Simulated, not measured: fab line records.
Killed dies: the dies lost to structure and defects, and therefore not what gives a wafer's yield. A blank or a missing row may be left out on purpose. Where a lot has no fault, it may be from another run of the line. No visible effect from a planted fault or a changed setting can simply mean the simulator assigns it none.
Split-lot study -- flow n5-finfet -- 21 wafers read across 7 lots, on a route 1938 steps long

## ON THE SPLIT
At N5_BEOL_M7_TRENCH_ETCH_37 (etches SiCOH lowk in C4F6/O2, target depth 93.478 nm, time 31.2 s), the setting time-s was moved away from the recipe's 31.2 s on 8 of the 21 wafers read, by -12.4% to +20.0%. For the rest of the wafers, this setting stayed at what the recipe calls for.

## FROM THE SPLIT TO THE READING: what the file shows between them, 16 steps
- N5_BEOL_M7_ETCH_41: etches SiCN in CH3F/O2, target depth 31.9 nm, time 57.8 s
- N5_BEOL_M7_STRIP_80: strips in N2/H2, time 10 s
- N5_BEOL_M7_OCD_MEAS_38
- N5_BEOL_M7_HM_STRIP_39: strips TiN in peroxide tin strip, target depth 25 nm, time 158 s
- N5_BEOL_M7_SRD_40: time 30 s
- N5_BEOL_M7_PRECLEAN_42: cleans in residue remover, time 60 s
- N5_BEOL_M7_SRD_43: time 30 s
- N5_BEOL_M7_CD_MEAS_35: target cd 40 nm
- N5_BEOL_M7_CURE_75: cures SiCOH lowk, time 120 s
- N5_BEOL_M7_DEGAS_44: time 60 s
- N5_BEOL_M7_ECD_50: material Cu, target thk 300 nm
- N5_BEOL_M7_ANNEAL_51: time 90 s
- N5_BEOL_M7_CMP_52: polishes, stops on SiCOH lowk, t overpolish 6.9 s, target thk 80 nm
- N5_BEOL_M7_THK_MEAS_53: measures by xrf
- N5_BEOL_M7_PRE_CLEAN_55: time 15 s
- N5_BEOL_M7_DEP_56: deposits SiCN from 3MS/NH3, target thk 10 nm, time 17.5 s

## THE READING
M7_RS (ohm/sq), read at N5_BEOL_M7_RS_MEAS_57 with a four-point probe. Fault-free wafers of this fab line usually give 0.288 ohm/sq, standard deviation 0.008 ohm/sq.

wafer,"tool, chamber at the split","time-s as run, s",against the recipe,"M7_RS, ohm/sq",against lot-mates on the recipe
L074.1,"rie-diel-01, 3",36.86,+18.1%,0.227,no lot-mate on the recipe
L074.3,"rie-diel-01, 0",36.86,+18.1%,0.240,no lot-mate on the recipe
L074.5,"rie-diel-01, 3",36.86,+18.1%,0.227,no lot-mate on the recipe
L078.1,"rie-diel-06, 2",31.2,recipe,0.299,-
L078.2,"rie-diel-06, 0",31.2,recipe,0.295,-
L078.5,"rie-diel-06, 2",31.2,recipe,0.288,-
L080.1,"rie-diel-01, 1",31.2,recipe,0.281,-
L080.3,"rie-diel-01, 3",31.2,recipe,0.289,-
L080.4,"rie-diel-01, 0",31.2,recipe,0.301,-
L086.1,"rie-diel-06, 3",33.42,+7.1%,0.256,-0.023
L086.3,"rie-diel-06, 2",31.2,recipe,0.287,-
L086.4,"rie-diel-06, 1",31.2,recipe,0.272,-
L088.1,"rie-diel-06, 1",27.34,-12.4%,0.336,+0.047
L088.2,"rie-diel-06, 2",31.2,recipe,0.289,-
L088.3,"rie-diel-06, 0",27.34,-12.4%,0.337,+0.048
L087.1,"rie-diel-01, 0",31.2,recipe,0.291,-
L087.2,"rie-diel-01, 2",31.2,recipe,0.287,-
L087.3,"rie-diel-01, 2",31.2,recipe,0.285,-
L096.2,"rie-diel-03, 2",31.2,recipe,0.292,-
L096.3,"rie-diel-03, 1",37.43,+20.0%,0.236,-0.056
L096.6,"rie-diel-03, 3",37.43,+20.0%,0.222,-0.070

THE FIT
A straight line over all 21 wafers: M7_RS changes by -0.00328 ohm/sq for each +1% of time-s; r = -0.97; the points scatter about the line by 0.0077 ohm/sq.
The same after taking each lot's own level away (the mean of its wafers on the recipe; 18 wafers): -0.00337 ohm/sq for each +1%; r = -0.98; scatter 0.006 ohm/sq.
According to that fit, moving time-s by its largest amount changes the reading by 0.067 ohm/sq.
The span of the lots' own levels, 0.2795 to 0.2940 ohm/sq, comes to 1.8 times the standard deviation stated above.
The two slopes agree, so the slope changes little with the lot-to-lot level.
Check: -0.0719 ohm/sq against its lot-mates is what the line predicts for one of the wafers moved furthest among these (+20.0%) when that wafer is left out of the fit. Against them it came out at -0.056 ohm/sq.

## OTHER SPLITS APPLIED TO THESE WAFERS
Other splits were also applied to these wafers ahead of the reading. Each is held against what the fit with the lots' levels taken away leaves over:
other split on the same wafers,wafers away from the commonest value,r with M7_RS (lot level and that fit taken away)
N5_BEOL_M7_EXPOSE_08 dose-mj,5,+0.12
N5_BEOL_M7_DESCUM_33 time-s,6,+0.35

## THE WHOLE CHAIN: every reading that the file lists as answering this split, in the file's order
step,what it does,reading,change (the file's fit),r (the file's)
N5_BEOL_M7_TRENCH_ETCH_37,"etches SiCOH lowk in C4F6/O2, target depth 93.478 nm, time 31.2 s","BEOL_M7.feature-depth-nm (the simulator's own value, which no gauge read)",+0.956 nm for each +1% of the setting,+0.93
N5_BEOL_M7_TRENCH_ETCH_37,"etches SiCOH lowk in C4F6/O2, target depth 93.478 nm, time 31.2 s","etch.depth-nm (the simulator's own value, which no gauge read)",+0.95 nm for each +1% of the setting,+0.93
N5_BEOL_M7_OCD_MEAS_38,,trench-depth-nm,+0.938 nm for each +1% of the setting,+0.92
N5_BEOL_M7_CMP_52,"polishes, stops on SiCOH lowk, t overpolish 6.9 s, target thk 80 nm","Cu_of_BEOL_M7_ECD_50.thk-nm (the simulator's own value, which no gauge read)",+0.88 nm for each +1% of the setting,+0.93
N5_BEOL_M7_THK_MEAS_53,measures by xrf,M7_THK,+0.855 for each +1% of the setting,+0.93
N5_BEOL_M7_RS_MEAS_57,measures by four-point-probe,M7_RS,-0.00336 for each +1% of the setting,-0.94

## FILE'S OWN FIT
M7_RS changes by -0.00336 ohm/sq for each +1% of time-s, r = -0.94.
